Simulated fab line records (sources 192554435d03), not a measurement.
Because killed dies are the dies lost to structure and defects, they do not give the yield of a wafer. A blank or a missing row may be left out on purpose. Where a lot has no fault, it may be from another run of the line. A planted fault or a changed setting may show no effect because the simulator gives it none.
Comparing a struck lot with a sound one ; flow n5_finfet ; 15 steps out of a route of 1938
Sound: the wafers L495.1, L495.4, L495.6. Struck: wafer L505.2; the same lot's L505.6 was not struck, so it is left out; see the end for the cause.
For every step that has rows: the tool of each side, followed by ch and its chambers, followed by its first start. Under that, the readings that differ: sound wafers ; struck wafers ; difference of the means ; sigmas: that difference in standard deviations of wafers without a fault.
alike: same words and numbers on both sides, and readings whose means sit less than 2 such deviations apart. not compared: any withheld reading, any reading some wafer has no value for, any bound like >300 that may hide the same value, and any number with overlapping values for which the record gives no deviation.
A row with sigmas, a row that says differs or no value, or rows on one side alone: a step with any of these is where the two part. Non-overlapping numbers with no deviation appear without sigmas and do not part them. Lack of a reading on every wafer of one side parts them only where that side has two or more wafers.

N5_BEOL_M5_OVL_MEAS_29:
  sound on overlay-01 ch 0, day 8 22:16; struck on overlay-01 ch 0, day 11 19:50
  alike: V4_OVL
N5_BEOL_M5_INSPECT_30: inspects for defects (brightfield).
  sound: defect_inspect-01 at day 8 22:19; struck: defect_inspect-02 at day 11 19:54
  alike: raw_defect_count
then, 1 step without rows for these wafers: N5_BEOL_M5_DESCUM_33 (chemistry O2, time 7 s).
N5_BEOL_M5_ETCH_75: etches underlayer in N2/H2, target depth 6.5 nm, time 5.2 s.
  sound on rie_diel-03 ch 1,2, day 8 22:23; struck on rie_diel-02 ch 0, day 11 20:07
  alike: drypump_motor_current_A, etch_rf_on_time_s, oes_product_au, rf_vpp_V, showerhead_plenum_p_Torr, throttle_valve_pct
  not compared: rf_hours_counter_h
N5_BEOL_M5_ETCH_67: etches SiARC in CF4, target depth 15.6 nm, time 26 s.
  sound on rie_diel-03 ch 1,2, day 8 22:24; struck on rie_diel-02 ch 0, day 11 20:07
reading;sound;struck;difference;sigmas
mfc_ar_sccm (sccm);100.01 99.87 99.98;100.66;+0.71;+2
  alike: drypump_motor_current_A, etch_rf_on_time_s, oes_product_au, rf_vpp_V, showerhead_plenum_p_Torr, throttle_valve_pct
  not compared: rf_hours_counter_h
N5_BEOL_M5_ETCH_68: etches SOC in N2/H2, target depth 80 nm, overetch 16 nm, time 120 s.
  sound on rie_diel-03 ch 1,2, day 8 22:26; struck on rie_diel-02 ch 0, day 11 20:09
  alike: drypump_motor_current_A, oes_product_au, rf_vpp_V, showerhead_plenum_p_Torr, throttle_valve_pct
  not compared: rf_hours_counter_h
then, 5 steps without rows for these wafers: N5_BEOL_M5_STRIP_69 (strips in N2/H2); N5_BEOL_M5_STRIP_76 (strips in N2/H2); N5_BEOL_M5_VIA_ETCH_34 (etches SiCOH lowk in C4F6/O2, target depth 88.3 nm, time 39.2 s); N5_BEOL_M5_STRIP_85 (strips in C4F6/O2); N5_BEOL_M5_STRIP_36 (strips in N2/H2).
N5_BEOL_M5_TRENCH_ETCH_37: etches SiCOH lowk in C4F6/O2, target depth 71.652 nm, time 24.7 s.
  sound: rie_diel-03 ch 1,2; struck: rie_diel-02 ch 0
  alike: drypump_motor_current_A, mfc_ar_sccm, oes_ar_750_au, oes_product_au, rf_vpp_V, showerhead_plenum_p_Torr, throttle_valve_pct
  not compared: rf_hours_counter_h
N5_BEOL_M5_ETCH_41: etches SiCN in CH3F/O2, target depth 31.5 nm, time 56.7 s.
  sound on rie_diel-03 ch 1,2, day 8 22:39; struck on rie_diel-02 ch 0, day 11 20:22
reading;sound;struck;difference;sigmas
model.etch.depth_nm (nm);21.49 21.6 21.32;27.71;+6.24;
  alike: drypump_motor_current_A, mfc_ar_sccm, oes_product_au, rf_vpp_V, showerhead_plenum_p_Torr, throttle_valve_pct
  not compared: rf_hours_counter_h
N5_BEOL_M5_STRIP_91: strips in N2/H2, time 10 s.
  sound: rie_diel-03 ch 1,2; struck: rie_diel-02 ch 0
  alike: drypump_motor_current_A, oes_product_au, rf_vpp_V, showerhead_plenum_p_Torr, throttle_valve_pct
  not compared: rf_hours_counter_h
following that, these wafers have no rows for 1 step: N5_PASSIVATION_PROBE_49.

WHERE THEY PART
Only at N5_BEOL_M5_ETCH_67, within this record. Later steps at which nothing parts them and some readings are alike: N5_BEOL_M5_ETCH_68, N5_BEOL_M5_TRENCH_ETCH_37, N5_BEOL_M5_ETCH_41, N5_BEOL_M5_STRIP_91.

WHY: whatever the simulator had introduced
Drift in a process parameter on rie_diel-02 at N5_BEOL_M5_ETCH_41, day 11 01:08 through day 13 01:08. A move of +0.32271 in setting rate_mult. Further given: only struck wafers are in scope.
